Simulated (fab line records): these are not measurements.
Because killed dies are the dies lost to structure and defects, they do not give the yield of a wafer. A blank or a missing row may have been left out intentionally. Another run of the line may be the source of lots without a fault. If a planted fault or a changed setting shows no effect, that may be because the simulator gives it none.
Chamber matching ; flow nand-harc ; NHARC_A_CHANNEL_FILL_D1_ALD_02 on ald-hk-04: 4 sister chambers
The step deposits SiO2, target thk 6 nm, pulse time 10 s, ald cycles 60. 8 wafers are shown with their chamber, then 10 later ones without.

## EACH WAFER AND ITS CHAMBER
wafer;chamber;heater-power-w (W);heater-power-outer-w (W)
L080.4;3;531;300
L083.2;1;405;225
L083.6;2;388;251
L084.4;0;408;236
L084.5;0;407;228
L084.6;1;412;225
L086.2;2;403;252
L086.5;3;495;262

## WAFERS WITHOUT THEIR CHAMBER
wafer;heater-power-w (W);heater-power-outer-w (W)
L086.6;412;238
L089.1;408;241
L089.2;399;238
L089.5;392;242
L090.3;491;257
L090.4;411;226
L090.6;406;256
L097.1;500;258
L097.3;416;231
L097.6;496;259

## WHICH CHAMBER EACH ONE RAN IN
wafer;from the rows above;in truth
L086.6;can't be placed: 0 or 1 or 2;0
L089.1;can't be placed: 0 or 1 or 2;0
L089.2;can't be placed: 0 or 2 or 1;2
L089.5;can't be placed: 2 or 0 or 1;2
L090.3;3;3
L090.4;can't be placed: 1 or 0 or 2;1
L090.6;can't be placed: 2 or 0 or 1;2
L097.1;3;3
L097.3;can't be placed: 0 or 1 or 2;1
L097.6;3;3
Correctly placed: 3 of 10. Not placeable from these rows: 7 (in 7, the candidates include the true chamber). Number placed wrongly: 0.
How it was worked out, from the rows above alone: a wafer's distance from a chamber is the root of the sum, over the readings, of the square of ((its reading less the chamber's mean) divided by the reading's scatter). If the next closest chamber is less than 2 further off than the closest, the wafer can't be placed; otherwise it belongs to the closest. Each chamber's mean is taken over the wafers shown for it. How the scatter is found: for the shown wafers, subtract from each reading the mean of its chamber, square and add these, divide the total by (wafers less chambers), then take the root.
